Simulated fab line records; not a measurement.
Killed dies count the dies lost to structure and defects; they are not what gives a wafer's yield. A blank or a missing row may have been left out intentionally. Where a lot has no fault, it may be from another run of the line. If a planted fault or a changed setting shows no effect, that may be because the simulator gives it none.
Chamber matching ; flow nand_harc ; NHARC_A_BLC_DESCUM_15 on rie_diel-02: 4 sister chambers
The step chemistry O2, time 3 s. 18 wafers are shown with their chamber, then 9 later ones without.

## WAFERS PAIRED WITH THEIR CHAMBERS
wafer;chamber;drypump_motor_current_A (A);rf_vpp_V (V);oes_product_au (a.u.)
L075.1;2;6.3;57.5;0.985
L075.4;1;5.7;58.4;0.995
L075.5;1;5.8;57.4;0.996
L074.2;3;6.1;57.7;0.992
L074.5;0;6.6;58.0;0.999
L074.6;1;5.7;57.0;0.992
L078.4;3;6.1;56.5;1.004
L078.5;0;6.6;58.9;1.014
L078.6;3;6.1;57.4;0.991
L077.1;3;6.1;56.8;0.997
L077.3;0;6.6;58.9;1.006
L077.6;2;6.3;58.3;0.990
L084.4;2;6.3;58.6;1.001
L084.5;0;6.6;57.5;0.968
L084.6;1;5.7;56.5;0.968
L090.1;3;6.1;58.0;0.999
L090.5;0;6.6;56.8;0.987
L090.6;1;5.8;57.7;0.970

SIGNATURES, as means of the wafers listed above
reading;chamber 0;chamber 1;chamber 2;chamber 3;scatter within a chamber
drypump_motor_current_A;6.600;5.740;6.300;6.100;0.0293
rf_vpp_V;58.020;57.400;58.133;57.280;0.735
oes_product_au;0.99480;0.98420;0.99200;0.99660;0.0129
Rule: a wafer lies at a distance from a chamber equal to the root of the sum of squares, over the readings, of (its reading less the chamber's mean, divided by the reading's scatter). If the next closest chamber is less than 2 further off than the closest, the wafer can't be placed; otherwise it belongs to the closest. The scatter is the square root of a quotient: the sum, over the shown wafers, of each reading's squared deviation from its chamber's mean, divided by wafers minus chambers.

## WAFERS MISSING THEIR CHAMBER
wafer;drypump_motor_current_A (A);rf_vpp_V (V);oes_product_au (a.u.)
L093.1;6.1;55.1;1.008
L093.3;5.7;58.1;0.982
L093.4;6.3;58.0;0.993
L097.4;6.1;57.3;0.994
L097.5;6.1;57.4;0.998
L097.6;6.6;56.9;0.982
L097.1;6.2;58.9;1.000
L097.2;5.7;58.0;0.975
L097.3;6.6;58.2;0.979

## CHAMBER TAKEN BY EACH
wafer;from the rows above;in truth
L093.1;3;3
L093.3;1;1
L093.4;2;2
L097.4;3;3
L097.5;3;3
L097.6;0;0
L097.1;can't be placed: 2 or 3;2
L097.2;1;1
L097.3;0;0
Correct placement for 8 of the 9. Can't be placed from these rows: 1 (the true chamber is among the candidates in 1). Placed wrongly: 0.
